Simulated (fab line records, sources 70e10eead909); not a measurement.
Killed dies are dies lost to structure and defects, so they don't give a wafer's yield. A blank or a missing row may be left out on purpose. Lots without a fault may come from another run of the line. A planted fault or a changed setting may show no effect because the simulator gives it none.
A struck lot beside a sound one | flow nand_harc | 14 steps out of a route of 1302
Sound: wafers L377.1, L377.2, L377.3. Struck: wafer L382.4. (L382.1, L382.2 of the same lot were not struck and are left out.) The cause comes at the end.
At each step with rows: each side's tool, then ch and its chambers, then its first start. Under that, the readings that differ: sound wafers | struck wafers | difference of the means | sigmas: that difference in standard deviations of wafers without a fault.
alike: readings whose means differ by less than 2 such deviations, and words and numbers that are the same on both sides. not compared: withheld readings, readings that some wafer has no value for, bounds like >300 that may hide the same value, and numbers for which the record gives no deviation and whose values overlap.
The two part at a step that has a row with sigmas, a row that says differs or no value, or rows on one side only. Numbers that don't overlap but have no deviation are shown without sigmas and don't part them. A reading that every wafer of one side lacks parts them only if that side has two wafers or more.

first, 2 steps without rows for these wafers: NHARC_A_STAIRCASE_DESCUM_291 (chemistry O2, time 3 s); NHARC_A_STAIRCASE_ETCH_292 (etches the open film in CF4/CHF3).
NHARC_A_STAIRCASE_HM_OPEN_460: chemistry O2/COS.
  sound on rie_diel-08 ch 1,2,3; struck on rie_diel-08 ch 2
  reading                | sound    | struck | difference | sigmas
  rf_hours_counter_h (h) | 23 23 20 | 37     | +15        |
  alike: drypump_motor_current_A, oes_product_au, rf_vpp_V, showerhead_plenum_p_Torr, throttle_valve_pct
then, 1 step without rows for these wafers: NHARC_A_STAIRCASE_STRIP_461 (strips in O2/COS).
NHARC_A_STAIRCASE_ETCH_452: etches the open film in CF4/O2, target depth 30 nm, overetch 3 nm, time 16.5 s.
  sound on rie_diel-08 ch 0,1,2; struck on rie_diel-08 ch 0
  reading                | sound    | struck | difference | sigmas
  rf_hours_counter_h (h) | 23 20 20 | 36     | +15        |
  alike: drypump_motor_current_A, oes_o_777_au, oes_product_au, rf_vpp_V, showerhead_plenum_p_Torr, throttle_valve_pct
NHARC_A_STAIRCASE_ETCH_294: etches the open film in C4F8/O2/Ar, target depth 4989 nm, time 1211.6 s.
  sound on rie_diel-08 ch 0,2,3; struck on rie_diel-08 ch 0
  reading                | sound    | struck | difference | sigmas
  rf_hours_counter_h (h) | 24 23 20 | 36     | +14        |
  alike: oes_product_au, rf_vpp_V
NHARC_A_STAIRCASE_STRIP_295: strips in O2.
  sound on rie_diel-08 ch 0,2,3; struck on rie_diel-08 ch 2
  reading                | sound    | struck | difference | sigmas
  rf_hours_counter_h (h) | 24 24 20 | 38     | +15        |
  alike: drypump_motor_current_A, oes_product_au, rf_vpp_V, showerhead_plenum_p_Torr, throttle_valve_pct
then, 3 steps without rows for these wafers: NHARC_A_STAIRCASE_STRIP_296 (strips in SPM, time 900 s); NHARC_A_STAIRCASE_PRECLEAN_297 (cleans in SC1); NHARC_A_STAIRCASE_SRD_298.
NHARC_A_STAIRCASE_HM_DEP_462: deposits aC, target thk 800 nm.
  sound on acl_dep-01 ch 0, day 20 04:28; struck on acl_dep-01 ch 0, day 22 05:39
  alike: throttle_valve_pct
NHARC_A_STAIRCASE_DEP_301: deposits SiON, target thk 30 nm.
  sound on pecvd-02 ch 0,1,2, day 20 06:20; struck on pecvd-03 ch 0, day 22 07:32
  reading              | sound             | struck | difference | sigmas
  rf_fwd_power_W (W)   | 349.6 348.5 347.3 | 208.4  | -140.1     | -99 or more
  showerhead_vpp_V (V) | 1147 1194 1193    | 924    | -254       | -7
  alike: chamber_pressure_Torr, heater_power_w
then, 1 step without rows for these wafers: NHARC_A_STAIRCASE_DEHYDRATE_302 (time 120 s).
-- the record jumps here: 8 days lie between the struck wafers' starts before and after (it left off in module A_STAIRCASE and takes up again in module END, whose first step shown is number 1302 of the route) --
NHARC_END_SORT_01:
  sound on prober-01 ch 0, day 27 14:02; struck on prober-02 ch 0, day 30 00:47
  alike: killed_at_array, killed_at_other, killed_at_periphery, killed_dies, killed_open, killed_short

WHERE THEY PART
Only at NHARC_A_STAIRCASE_DEP_301, within this record. Later steps at which nothing parts them and some readings are alike: NHARC_END_SORT_01.

WHY: what the simulator had put in
Process parameter drift: pecvd-03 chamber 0, from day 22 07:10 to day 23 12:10, at NHARC_A_STAIRCASE_DEP_301. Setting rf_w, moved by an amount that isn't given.
